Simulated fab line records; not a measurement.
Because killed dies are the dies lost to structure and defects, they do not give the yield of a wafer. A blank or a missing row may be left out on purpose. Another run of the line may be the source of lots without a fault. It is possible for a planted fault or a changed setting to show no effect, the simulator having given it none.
Matching of chambers    flow nandHarc    NHARC_A_STAIRCASE_TRIM_12 on rieDiel-12 has 4 sister chambers
The step chemistry O2, time 211.2 s. 4 wafers are shown with their chamber, then 8 later ones without.

## WAFERS PAIRED WITH THEIR CHAMBERS
wafer   chamber  drypumpMotorCurrentA (A)
L081.5  1        6.6
L087.1  0        6.4
L087.6  2        5.4
L092.2  3        5.9

## WAFERS WITH NO CHAMBER GIVEN
wafer   drypumpMotorCurrentA (A)
L092.3  6.6
L092.4  5.4
L091.2  5.4
L091.4  6.3
L091.6  5.4
L096.1  5.4
L096.3  6.6
L096.5  5.8

## CHAMBER TAKEN BY EACH
wafer   from the rows above  in truth
L092.3  1                    1
L092.4  2                    2
L091.2  2                    2
L091.4  0                    0
L091.6  2                    2
L096.1  2                    2
L096.3  1                    1
L096.5  3                    3
8 of 8 placed correctly. From these rows, 0 cannot be placed. Wrongly placed: 0.
How it was worked out, from the rows above alone: a wafer's distance from a chamber is the root of the sum, over the readings, of the square of ((its reading less the chamber's mean) divided by the reading's scatter). The wafer belongs to the nearest chamber; if the next one is less than 2 further off, it can't be placed. A chamber's mean is the mean of its shown wafers. The scatter (one wafer shown for each chamber): square how far every hidden wafer sits from the nearest shown wafer, average those squares and take the square root.
